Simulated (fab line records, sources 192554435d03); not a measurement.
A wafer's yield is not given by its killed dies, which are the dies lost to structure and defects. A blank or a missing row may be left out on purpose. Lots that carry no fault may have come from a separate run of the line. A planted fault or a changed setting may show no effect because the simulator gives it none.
A single fault, viewed from 2 desks | flow n5 finfet | every desk sees just its own numbers, and what lay behind them comes last

DESK OF THE TOOL OWNER: rie diel-01
The tool's own readings at N5_BEOL_M10_STRIP_67 (strips in CF4): means of the sampled wafers that have a number, for each lot that ran on this tool. Any lot whose mean is over 4 standard deviations away from the usual mean is out of limits and marked OUT; that distance is given in the brackets.
Columns: A = drypump motor current A at N5_BEOL_M10_STRIP_67, usual 5.6 A; B = oes product au at N5_BEOL_M10_STRIP_67, usual 0.79 a.u.; C = rf vpp V at N5_BEOL_M10_STRIP_67, usual 271.0 V; D = showerhead plenum p Torr at N5_BEOL_M10_STRIP_67, usual 1.78 Torr; E = throttle valve pct at N5_BEOL_M10_STRIP_67, usual 13.56 %
lot  | first seen here | A   | B    | C     | D    | E
L784 | day 13 00:22    | 5.1 | 0.71 | 270.9 | 1.73 | 13.75
L797 | day 16 09:43    | 5.7 | 0.78 | 271.2 | 1.80 | 13.56
L795 | day 16 18:00    | 5.9 | 0.78 | 272.2 | 1.84 | 13.45
Finding of this desk: none of the 3 lots has anything out of limits.

THE DEFECT DESK
Lot by lot, what the route's inspections counted, given as the mean of those sampled wafers with a number. Any lot whose mean is over 4 standard deviations away from the usual mean is out of limits and marked OUT; that distance is given in the brackets.
Columns: A = raw defect count at N5_BEOL_M10_INSPECT_30, usual 412
lot  | first seen here | A
L784 | day 13 03:01    | 440
L797 | day 16 10:24    | 704
L795 | day 16 23:30    | 959 (+6.6) OUT
L800 | day 18 05:30    | 430
This desk's verdict: out of limits on L795, starting with L795 at day 16 23:30 (raw defect count at N5_BEOL_M10_INSPECT_30). In limits: L784, L797, L800.

TAKEN TOGETHER
The defect desk could have raised an alarm at day 16 23:30, on L795.
The tool owner's desk saw nothing out of limits.
On record at the tool owner's desk: L795, within its limits.
Every lot named ran N5_BEOL_M10_STRIP_67 on rie diel-01.

WHAT WAS PUT IN BY THE SIMULATOR
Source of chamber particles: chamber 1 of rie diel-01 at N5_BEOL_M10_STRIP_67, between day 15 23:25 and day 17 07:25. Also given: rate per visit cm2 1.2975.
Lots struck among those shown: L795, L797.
Hours from the fault's start to each desk's first reading out of limits: the defect desk, 24.
